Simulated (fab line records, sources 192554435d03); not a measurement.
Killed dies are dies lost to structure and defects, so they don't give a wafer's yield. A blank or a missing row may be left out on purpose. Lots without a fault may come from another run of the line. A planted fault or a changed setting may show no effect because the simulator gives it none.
One fault seen from 2 desks | flow n5_finfet | each desk has only its own numbers; what lay behind them comes last

THE METROLOGY DESK
What the gauges read, lot by lot, whatever tool the lot ran on: means of the sampled wafers that have a number. A lot is out of limits, marked OUT, if its mean lies more than 4 standard deviations from the usual mean; the brackets give that distance. Of its 11 readings 7 are shown: those that lie furthest out on some lot.
Columns: A = DIBL_N at N5_BEOL_M4_RC_MEAS_101, usual 36.2 mV/V; B = DIBL_P at N5_BEOL_M4_RC_MEAS_101, usual 36.2 mV/V; C = IOFF_P at N5_BEOL_M4_RC_MEAS_101, usual 0.216 nA/um; D = ION_P at N5_BEOL_M4_RC_MEAS_101, usual 464 uA/um; E = VT_N at N5_BEOL_M4_RC_MEAS_101, usual 250.2 mV; F = VT_P at N5_BEOL_M4_RC_MEAS_101, usual -249.3 mV; G = cd_nm at N5_PASSIVATION_CD_MEAS_30, usual 4000.1 nm
lot  | first seen here | A    | B    | C     | D   | E     | F      | G
L689 | day 8 08:34     | 35.1 | 35.5 | 0.213 | 473 | 248.5 | -247.0 | 4001.3
L691 | day 8 10:38     | 35.3 | 35.3 | 0.218 | 465 | 248.8 | -248.9 | 3999.5
L695 | day 9 08:15     | 37.1 | 38.6 | 0.228 | 467 | 248.5 | -250.3 | 4000.3
L699 | day 10 12:46    | 36.3 | 35.4 | 0.230 | 457 | 250.8 | -246.8 | 4000.5
L701 | day 11 01:03    | 37.6 | 37.5 | 0.259 | 472 | 246.8 | -246.2 | 3999.7
L709 | day 12 22:53    | 38.3 | 37.4 | 0.224 | 465 | 250.2 | -248.3 | 3998.3
L710 | day 13 15:43    | 38.1 | 36.8 | 0.238 | 465 | 249.8 | -248.3 | 3998.5
L711 | day 13 21:12    | 35.4 | 35.7 | 0.197 | 461 | 250.7 | -249.5 | 4002.7
L712 | day 13 22:56    | 36.6 | 37.7 | 0.227 | 471 | 251.5 | -248.9 | 4000.0
This desk's finding: nothing out of limits on any of the 9 lots.

THE TOOL OWNER'S DESK: rie_diel-04
The tool's own readings at N5_PASSIVATION_ETCH_54 (etches SiO2 in CHF3/O2, target depth 880 nm, time 440 s): means of the sampled wafers that have a number, for each lot that ran on this tool. A lot is out of limits, marked OUT, if its mean lies more than 4 standard deviations from the usual mean; the brackets give that distance. Of its 8 readings 7 are shown: those that lie furthest out on some lot.
Columns: A = CHF3_flow_sccm at N5_PASSIVATION_ETCH_54, usual 49.99 sccm; B = O2_flow_sccm at N5_PASSIVATION_ETCH_54, usual 5.001 sccm; C = drypump_motor_current_A at N5_PASSIVATION_ETCH_54, usual 5.7 A; D = oes_ar_750_au at N5_PASSIVATION_ETCH_54, usual 0.81 a.u.; E = oes_product_au at N5_PASSIVATION_ETCH_54, usual 0.81 a.u.; F = rf_vpp_V at N5_PASSIVATION_ETCH_54, usual 526 V; G = showerhead_plenum_p_Torr at N5_PASSIVATION_ETCH_54, usual 2.43 Torr
lot  | first seen here | A     | B     | C   | D    | E    | F   | G
L695 | day 13 12:56    | 50.07 | 5.007 | 5.3 | 0.85 | 0.84 | 524 | 2.43
L699 | day 14 21:00    | 49.88 | 4.998 | 5.6 | 0.82 | 0.82 | 526 | 2.40
L701 | day 15 01:09    | 49.98 | 4.999 | 5.6 | 0.79 | 0.78 | 523 | 2.38
This desk's finding: nothing out of limits on any of the 3 lots.

PUT TOGETHER
The metrology desk saw nothing out of limits.
The tool owner's desk saw nothing out of limits.

WHAT THE SIMULATOR HAD PUT IN
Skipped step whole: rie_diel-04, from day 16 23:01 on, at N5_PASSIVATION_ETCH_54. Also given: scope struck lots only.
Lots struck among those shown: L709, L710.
